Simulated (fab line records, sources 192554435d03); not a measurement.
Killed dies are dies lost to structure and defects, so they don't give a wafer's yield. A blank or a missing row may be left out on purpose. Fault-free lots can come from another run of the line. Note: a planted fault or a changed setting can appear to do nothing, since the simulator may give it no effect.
Which tool was responsible? / flow n5_finfet / 33 wafers sampled from 11 lots at 1 step of a route of 1938

== WHAT THE GAUGES READ, wafer by wafer ==
N5_MOL_CONTACT_COAG_INSPECT_10: inspects for defects (brightfield). Usual: raw_defect_count reads 72 (standard deviation 34).
lot=L458; measured=day 5 04:49; on=defect_inspect-02; raw_defect_count=102 57 58; flag=
lot=L459; measured=day 5 12:26; on=defect_inspect-01; raw_defect_count=33 53 42; flag=
lot=L460; measured=day 5 14:19; on=defect_inspect-01; raw_defect_count=31 33 37; flag=
lot=L461; measured=day 5 20:08; on=defect_inspect-02; raw_defect_count=82 81 56; flag=
lot=L469; measured=day 7 23:56; on=defect_inspect-02; raw_defect_count=96 59 62; flag=
lot=L470; measured=day 8 02:55; on=defect_inspect-02; raw_defect_count=41 91 34; flag=
lot=L472; measured=day 8 14:47; on=defect_inspect-01; raw_defect_count=70 72 74; flag=
lot=L473; measured=day 8 21:32; on=defect_inspect-02; raw_defect_count=57 71 56; flag=
lot=L475; measured=day 9 10:00; on=defect_inspect-02; raw_defect_count=38 50 48; flag=
lot=L477; measured=day 9 20:43; on=defect_inspect-02; raw_defect_count=71 70 89; flag=
lot=L479; measured=day 10 09:27; on=defect_inspect-02; raw_defect_count=38 85 46; flag=

== WHICH TOOL RAN EACH LOT (tool, then ch and the chambers of the sampled wafers, then the start) ==
The record shows no process step preceding these readings.

== WHAT THE TOOLS THEMSELVES READ (means of the sampled wafers that have a number; where no wafer has one, the mark that the record gives instead) ==
The record holds no such reading with a usual standard deviation.

== THE ANSWER, worked out from the rows above alone ==
Rule: take the mean of a lot's wafers that have a number; if it is more than 3 standard deviations from the usual mean, the lot is off. Also off: a lot with no number at a reading for which 4 or more lots have one. Where the step has rows for the other lots, those lots are counted as sound. The gauges are gone through in route order, then the tools' own readings, and for those a lot's mean is taken as printed above. At the first step where some lot is off, the reading lying furthest off is the one used; lots without a number count as furthest.
No lot is off on any of the readings shown, so nothing can be concluded from this.

== WHAT THE SIMULATOR HAD INSERTED ==
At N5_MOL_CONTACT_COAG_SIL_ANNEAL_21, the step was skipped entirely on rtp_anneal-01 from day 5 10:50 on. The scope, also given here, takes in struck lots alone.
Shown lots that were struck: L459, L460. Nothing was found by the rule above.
